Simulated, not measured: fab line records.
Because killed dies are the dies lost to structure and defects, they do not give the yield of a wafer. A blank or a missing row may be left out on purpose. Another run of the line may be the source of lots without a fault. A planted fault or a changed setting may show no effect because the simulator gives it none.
fab line records + flow n5-finfet
record:
- lots: 7
- wafers: 39
route steps=1938 shown MIM_TOP_LITHO@1845
start-h: the number of hours between the record's first day and the start of the first shown wafer of the lot + wait-h: hours from the lot's prior step to this one + " repeats the value in the row above + L1.1+2: several wafers, shown together as one row + - value missing, or start not given + * or withheld: withheld + < > ~ a bound
route shown NAME@n: names a module that has steps shown in the file, with the first one's number in the route + usual: mean/standard deviation of fault-free wafers + same: alike in all rows + chamber/n: place in a boat + sites: the reading at each site + _std_site: standard deviation across them + _edge_site: outer sites' mean less inner sites' + radius-mm: for every site, how far away it sits from the centre of the wafer + mask NAME#n: copy n + behind: the most recent tool/chamber to have shaped the wafer + hold: reason for holding the lot/hours on hold/outcome of the hold + device: the transistor (n, p or np) that didn't switch + end of line: at the end of the route, the tests of the same wafers + step lacking rows: just its recipe + killed: at the first sort, the dies lost to defects and structure; wafer yield is something else + map: the dies of a wafer, with x for killed, . for not killed, _ for no die there
set.NAME: the run value of the setting; set.NAME@STEP: its run value at that earlier step + model.NAME: the simulator's own value behind a step, which no gauge read
lots whose settings were changed on purpose; a table a step, a row a wafer
== steps ==
step: N5_MIM_TOP_LITHO_DEVELOP_07
recipe:
- develop-time-s: 60
- rinse-liquid: diw
- dry: air-spin
- dev-temp-c: 21
| lot.wafer        | tool           | chamber | start-h | wait-h | set.develop-time-s |
|------------------|----------------|---------|---------|--------|--------------------|
| L077.1+3+6       | litho-track-03 | 0       | -       | -      | 60                 |
| L085.1+2+4       | litho-track-05 | 0       | -       | -      | 60                 |
| L085.3+5+6       | "              | 0       | "       | "      | 26.83              |
| L087.1+2+4       | litho-track-03 | 0       | -       | -      | 24.12              |
| L087.3+5+6       | "              | 0       | "       | "      | 60                 |
| L090.1+4+5       | litho-track-05 | 0       | -       | -      | 60                 |
| L090.2+3+6       | "              | 0       | "       | "      | 29.81              |
| L095.1+4+5       | litho-track-05 | 0       | -       | -      | 26.43              |
| L095.2+3+6       | "              | 0       | "       | "      | 60                 |
| L093.1+2+4       | litho-track-03 | 0       | -       | -      | 60                 |
| L093.3+5+6       | "              | 0       | "       | "      | 78.81              |
| L097.1+2+3+4+5+6 | litho-track-05 | 0       | -       | -      | 60                 |
step: N5_MIM_TOP_LITHO_HARDBAKE_09
recipe:
- temp-c: 130
- time-s: 120
step: N5_MIM_TOP_LITHO_CD_MEAS_08
recipe:
- target-cd-nm: 2000
- landing-energy-ev: 500
- detector: se-inlens
usual:
- cd-nm: 1999.2/1.7
| lot.wafer | tool      | chamber | start-h | wait-h | set.develop-time-s@MIM_TOP_LITHO_DEVELOP_07 | cd-nm  |
|-----------|-----------|---------|---------|--------|---------------------------------------------|--------|
| L077.1    | cd-sem-03 | 0       | 312.50  | -      | 60                                          | 1997.0 |
| L077.3    | "         | 0       | "       | "      | 60                                          | 2002.5 |
| L077.6    | "         | 0       | "       | "      | 60                                          | 2001.5 |
| L085.1    | cd-sem-02 | 0       | 348.47  | -      | 60                                          | 2000.0 |
| L085.2    | "         | 0       | "       | "      | 60                                          | 2000.7 |
| L085.3    | "         | 0       | "       | "      | 26.83                                       | 2015.0 |
| L085.4    | "         | 0       | "       | "      | 60                                          | 1998.1 |
| L085.5    | "         | 0       | "       | "      | 26.83                                       | 2017.5 |
| L085.6    | "         | 0       | "       | "      | 26.83                                       | 2015.1 |
| L087.1    | cd-sem-02 | 0       | 372.19  | -      | 24.12                                       | 2020.4 |
| L087.2    | "         | 0       | "       | "      | 24.12                                       | 2019.9 |
| L087.3    | "         | 0       | "       | "      | 60                                          | 1998.3 |
| L087.4    | "         | 0       | "       | "      | 24.12                                       | 2018.8 |
| L087.5    | "         | 0       | "       | "      | 60                                          | 2004.1 |
| L087.6    | "         | 0       | "       | "      | 60                                          | 1998.7 |
| L090.1    | cd-sem-03 | 0       | 394.27  | -      | 60                                          | 1999.8 |
| L090.2    | "         | 0       | "       | "      | 29.81                                       | -      |
| L090.3    | "         | 0       | "       | "      | 29.81                                       | -      |
| L090.4    | "         | 0       | "       | "      | 60                                          | 1997.8 |
| L090.5    | "         | 0       | "       | "      | 60                                          | 1998.4 |
| L090.6    | "         | 0       | "       | "      | 29.81                                       | -      |
| L095.1    | cd-sem-03 | 0       | 415.63  | -      | 26.43                                       | 2013.3 |
| L095.2    | "         | 0       | "       | "      | 60                                          | 2000.2 |
| L095.3    | "         | 0       | "       | "      | 60                                          | 1998.1 |
| L095.4    | "         | 0       | "       | "      | 26.43                                       | 2017.4 |
| L095.5    | "         | 0       | "       | "      | 26.43                                       | 2014.6 |
| L095.6    | "         | 0       | "       | "      | 60                                          | 1998.7 |
| L093.1    | cd-sem-02 | 0       | 433.36  | -      | 60                                          | 2000.1 |
| L093.2    | "         | 0       | "       | "      | 60                                          | 2000.8 |
| L093.3    | "         | 0       | "       | "      | 78.81                                       | 1994.9 |
| L093.4    | "         | 0       | "       | "      | 60                                          | 1997.7 |
| L093.5    | "         | 0       | "       | "      | 78.81                                       | 1994.6 |
| L093.6    | "         | 0       | "       | "      | 78.81                                       | 1996.9 |
| L097.1    | cd-sem-01 | 0       | 439.50  | -      | 60                                          | 1999.6 |
| L097.2    | "         | 0       | "       | "      | 60                                          | 1999.5 |
| L097.3    | "         | 0       | "       | "      | 60                                          | 1999.1 |
| L097.4    | "         | 0       | "       | "      | 60                                          | 1999.0 |
| L097.5    | "         | 0       | "       | "      | 60                                          | 1996.7 |
| L097.6    | "         | 0       | "       | "      | 60                                          | 1998.9 |
step: N5_MIM_TOP_LITHO_DESCUM_10
recipe:
- chemistry: O2
- time-s: 7.9
- source-power-w: 50
- bias-power-w: 20
- pressure-mtorr: 20
- rf-frequency-hz: 2.712e+07
- temp-c: 40
- o2-flow-sccm: 225
| lot.wafer  | tool        | chamber | start-h | wait-h | set.develop-time-s@MIM_TOP_LITHO_DEVELOP_07 | model.MIM_TOP_LITHO.cd-nm |
|------------|-------------|---------|---------|--------|---------------------------------------------|---------------------------|
| L077.1     | rie-diel-01 | 1       | 313.09  | 0.5    | 60                                          | 1997                      |
| L077.3     | "           | 3       | "       | "      | 60                                          | 2003                      |
| L077.6     | "           | 3       | "       | "      | 60                                          | 2002                      |
| L085.1+2   | rie-diel-01 | 2,1     | 348.56  | 0.0    | 60                                          | 2000                      |
| L085.3+6   | "           | 3,2     | "       | "      | 26.83                                       | 2015                      |
| L085.4     | "           | 1       | "       | "      | 60                                          | 1998                      |
| L085.5     | "           | 3       | "       | "      | 26.83                                       | 2018                      |
| L087.1+2   | rie-diel-01 | 3,2     | 372.28  | 0.0    | 24.12                                       | 2020                      |
| L087.3     | "           | 1       | "       | "      | 60                                          | 1998                      |
| L087.4     | "           | 1       | "       | "      | 24.12                                       | 2019                      |
| L087.5     | "           | 3       | "       | "      | 60                                          | 2004                      |
| L087.6     | "           | 2       | "       | "      | 60                                          | 1999                      |
| L090.1     | rie-diel-01 | 1       | 394.36  | 0.0    | 60                                          | 2000                      |
| L090.2     | "           | 3       | "       | "      | 29.81                                       | 2012                      |
| L090.3     | "           | 3       | "       | "      | 29.81                                       | 2015                      |
| L090.4+5   | "           | 1,3     | "       | "      | 60                                          | 1998                      |
| L090.6     | "           | 1       | "       | "      | 29.81                                       | 2013                      |
| L095.1     | rie-diel-03 | 0       | 415.80  | 0.1    | 26.43                                       | 2013                      |
| L095.2     | "           | 1       | "       | "      | 60                                          | 2000                      |
| L095.3     | "           | 3       | "       | "      | 60                                          | 1998                      |
| L095.4     | "           | 2       | "       | "      | 26.43                                       | 2018                      |
| L095.5     | "           | 0       | "       | "      | 26.43                                       | 2014                      |
| L095.6     | "           | 1       | "       | "      | 60                                          | 1999                      |
| L093.1     | rie-diel-05 | 0       | 433.45  | 0.0    | 60                                          | 2000                      |
| L093.2     | "           | 2       | "       | "      | 60                                          | 2001                      |
| L093.3+5   | "           | 3       | "       | "      | 78.81                                       | 1995                      |
| L093.4     | "           | 1       | "       | "      | 60                                          | 1997                      |
| L093.6     | "           | 0       | "       | "      | 78.81                                       | 1997                      |
| L097.1+2   | rie-diel-03 | 2,0     | 439.59  | 0.0    | 60                                          | 2000                      |
| L097.3+4+6 | "           | 1,3,3   | "       | "      | 60                                          | 1999                      |
| L097.5     | "           | 2       | "       | "      | 60                                          | -                         |
== key ==
split:
- step: N5_MIM_TOP_LITHO_DEVELOP_07
- setting: develop-time-s
- stated: 60
- by: wafer
response:
- step: N5_MIM_TOP_LITHO_CD_MEAS_08
- reading: cd-nm
- change: -0.287
- per: 1%
- r: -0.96
response:
- step: N5_MIM_TOP_LITHO_DESCUM_10
- reading: model.MIM_TOP_LITHO.cd-nm
- change: -0.289
- per: 1%
- r: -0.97
